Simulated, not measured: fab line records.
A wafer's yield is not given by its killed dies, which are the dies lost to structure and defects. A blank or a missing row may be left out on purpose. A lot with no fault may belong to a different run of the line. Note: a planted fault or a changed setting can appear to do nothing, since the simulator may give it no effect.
Split-lot experiment / flow n5_finfet / 21 wafers read across 7 lots, on a route 1938 steps long

SPLIT DETAILS
At N5_BEOL_M15_EXPOSE_25 (exposes mask M15, target cd 400 nm), the setting dose_mj was moved away from the recipe's 35.5 on 9 of the 21 wafers read, by -5.2% to +6.8%. For the rest of the wafers, this setting stayed at what the recipe calls for.

FROM THE SPLIT TO THE READING: what the file shows between them, 3 steps
- N5_BEOL_M15_PEB_26: peb time 90 s
- N5_BEOL_M15_DEVELOP_27: develop time 45 s
- N5_BEOL_M15_HARDBAKE_32: time 120 s

THE READING
Shown in nm: cd_nm at N5_BEOL_M15_CD_MEAS_28, with target cd 407.6 nm. On this fab line, fault-free wafers typically give 407.7 nm with a standard deviation of 2.1 nm.

wafer=L076.4; tool, chamber at the split=krf_scanner-02, 0; dose_mj as run=35.5; against the recipe=recipe; cd_nm, nm=411.8; against lot-mates on the recipe=-
wafer=L076.5; tool, chamber at the split=krf_scanner-02, 0; dose_mj as run=36.56; against the recipe=+3.0%; cd_nm, nm=416.8; against lot-mates on the recipe=+5.0
wafer=L076.6; tool, chamber at the split=krf_scanner-02, 0; dose_mj as run=36.56; against the recipe=+3.0%; cd_nm, nm=417.2; against lot-mates on the recipe=+5.4
wafer=L079.2; tool, chamber at the split=krf_scanner-02, 0; dose_mj as run=35.5; against the recipe=recipe; cd_nm, nm=409.5; against lot-mates on the recipe=-
wafer=L079.3; tool, chamber at the split=krf_scanner-02, 0; dose_mj as run=37.92; against the recipe=+6.8%; cd_nm, nm=421.3; against lot-mates on the recipe=+11.8
wafer=L079.4; tool, chamber at the split=krf_scanner-02, 0; dose_mj as run=37.92; against the recipe=+6.8%; cd_nm, nm=419.7; against lot-mates on the recipe=+10.2
wafer=L080.1; tool, chamber at the split=krf_scanner-02, 0; dose_mj as run=33.65; against the recipe=-5.2%; cd_nm, nm=399.3; against lot-mates on the recipe=-10.7
wafer=L080.3; tool, chamber at the split=krf_scanner-02, 0; dose_mj as run=33.65; against the recipe=-5.2%; cd_nm, nm=399.9; against lot-mates on the recipe=-10.1
wafer=L080.6; tool, chamber at the split=krf_scanner-02, 0; dose_mj as run=35.5; against the recipe=recipe; cd_nm, nm=410.0; against lot-mates on the recipe=-
wafer=L084.1; tool, chamber at the split=krf_scanner-01, 0; dose_mj as run=35.5; against the recipe=recipe; cd_nm, nm=410.8; against lot-mates on the recipe=-
wafer=L084.2; tool, chamber at the split=krf_scanner-01, 0; dose_mj as run=35.5; against the recipe=recipe; cd_nm, nm=410.3; against lot-mates on the recipe=-
wafer=L084.4; tool, chamber at the split=krf_scanner-01, 0; dose_mj as run=35.5; against the recipe=recipe; cd_nm, nm=411.0; against lot-mates on the recipe=-
wafer=L088.3; tool, chamber at the split=krf_scanner-01, 0; dose_mj as run=35.5; against the recipe=recipe; cd_nm, nm=406.5; against lot-mates on the recipe=-
wafer=L088.4; tool, chamber at the split=krf_scanner-01, 0; dose_mj as run=35.5; against the recipe=recipe; cd_nm, nm=406.4; against lot-mates on the recipe=-
wafer=L088.5; tool, chamber at the split=krf_scanner-01, 0; dose_mj as run=35.5; against the recipe=recipe; cd_nm, nm=406.8; against lot-mates on the recipe=-
wafer=L087.2; tool, chamber at the split=krf_scanner-01, 0; dose_mj as run=35.5; against the recipe=recipe; cd_nm, nm=404.0; against lot-mates on the recipe=-
wafer=L087.3; tool, chamber at the split=krf_scanner-01, 0; dose_mj as run=35.5; against the recipe=recipe; cd_nm, nm=406.3; against lot-mates on the recipe=-
wafer=L087.4; tool, chamber at the split=krf_scanner-01, 0; dose_mj as run=35.5; against the recipe=recipe; cd_nm, nm=404.7; against lot-mates on the recipe=-
wafer=L092.1; tool, chamber at the split=krf_scanner-01, 0; dose_mj as run=34.68; against the recipe=-2.3%; cd_nm, nm=401.3; against lot-mates on the recipe=no lot-mate on the recipe
wafer=L092.2; tool, chamber at the split=krf_scanner-01, 0; dose_mj as run=34.68; against the recipe=-2.3%; cd_nm, nm=401.5; against lot-mates on the recipe=no lot-mate on the recipe
wafer=L092.3; tool, chamber at the split=krf_scanner-01, 0; dose_mj as run=34.68; against the recipe=-2.3%; cd_nm, nm=401.6; against lot-mates on the recipe=no lot-mate on the recipe

THE FIT
A straight line over all 21 wafers: cd_nm changes by +1.97 nm for each +1% of dose_mj; r = +0.92; the points scatter about the line by 2.5 nm.
The same after taking each lot's own level away (the mean of its wafers on the recipe; 18 wafers): +1.77 nm for each +1%; r = +0.99; scatter 0.73 nm.
According to that fit, moving dose_mj by its largest amount changes the reading by 12 nm.
Measured against the standard deviation above, the lots' own levels, which go from 405.00 to 411.80 nm, span 3.2 times it.
So the slope is not independent of the lot-to-lot level: the two fits are not the same.
Check: +11.8 nm against its lot-mates is what the line predicts for one of the wafers moved furthest among these (+6.8%) when that wafer is left out of the fit. Against them it came out at +11.8 nm.

THESE WAFERS: OTHER SPLITS
Before the reading, these wafers also passed through other splits. Each is held against what the fit with the lots' levels taken away leaves over:
other split on the same wafers=N5_BEOL_M14_DEVELOP_27 develop_time_s; wafers away from the commonest value=8; r with cd_nm (lot level and that fit taken away)=+0.02
other split on the same wafers=N5_BEOL_M15_COAT_22 spin_rpm; wafers away from the commonest value=7; r with cd_nm (lot level and that fit taken away)=+0.20

THE WHOLE CHAIN: every reading that the file lists as answering this split, in the file's order
step=N5_BEOL_M15_CD_MEAS_28; what it does=target cd 407.6 nm; reading=cd_nm; change (the file's fit)=+1.76 nm for each +1% of the setting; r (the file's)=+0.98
step=N5_BEOL_M15_DESCUM_33; what it does=chemistry O2, time 7.9 s; reading=BEOL_M15.cd_nm (the simulator's own value, which no gauge read); change (the file's fit)=+1.72 nm for each +1% of the setting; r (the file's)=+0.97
step=N5_BEOL_M15_TRENCH_ETCH_34; what it does=etches SiO2 in C4F8/O2/Ar, target depth 872.93 nm, time 199 s; reading=BEOL_M15.cd_nm (the simulator's own value, which no gauge read); change (the file's fit)=+1.6 nm for each +1% of the setting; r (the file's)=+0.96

FILE'S OWN FIT
cd_nm changes by +1.76 nm for each +1% of dose_mj, r = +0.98.
